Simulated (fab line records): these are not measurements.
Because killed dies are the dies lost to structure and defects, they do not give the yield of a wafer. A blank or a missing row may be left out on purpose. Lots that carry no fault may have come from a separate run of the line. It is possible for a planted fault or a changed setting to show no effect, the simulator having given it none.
Chamber matching ; flow nand-harc ; 4 sister chambers for NHARC_A_CHANNEL_FILL_D1_ALD_16 on ald-hk-01
The step deposits SiO2, target thk 1.5 nm, pulse time 10 s, ald cycles 15. 4 wafers are shown with their chamber, then 8 later ones without.

== WAFERS PAIRED WITH THEIR CHAMBERS ==
wafer;chamber;heater-power-w (W)
L900.6;2;533
L907.3;0;460
L907.4;1;433
L908.1;3;524

== WAFERS WHOSE CHAMBER IS MISSING ==
wafer;heater-power-w (W)
L908.5;516
L908.6;540
L911.1;535
L911.3;458
L911.5;506
L916.2;525
L916.3;438
L916.4;457

== THE CHAMBER EACH PASSED THROUGH ==
wafer;from the rows above;in truth
L908.5;can't be placed: 3 or 2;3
L908.6;can't be placed: 2 or 3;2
L911.1;can't be placed: 2 or 3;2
L911.3;0;0
L911.5;can't be placed: 3 or 2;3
L916.2;can't be placed: 3 or 2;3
L916.3;1;1
L916.4;0;0
Correct placement for 3 of the 8. Not placeable from these rows: 5 (in 5, the candidates include the true chamber). Wrongly placed: 0.
How it was worked out, from the rows above alone: a wafer's distance from a chamber is the root of the sum, over the readings, of the square of ((its reading less the chamber's mean) divided by the reading's scatter). If the next closest chamber is less than 2 further off than the closest, the wafer can't be placed; otherwise it belongs to the closest. For every chamber, the mean is computed from those of its wafers that are shown. The scatter (one wafer shown for each chamber): square how far every hidden wafer sits from the nearest shown wafer, average those squares and take the square root.
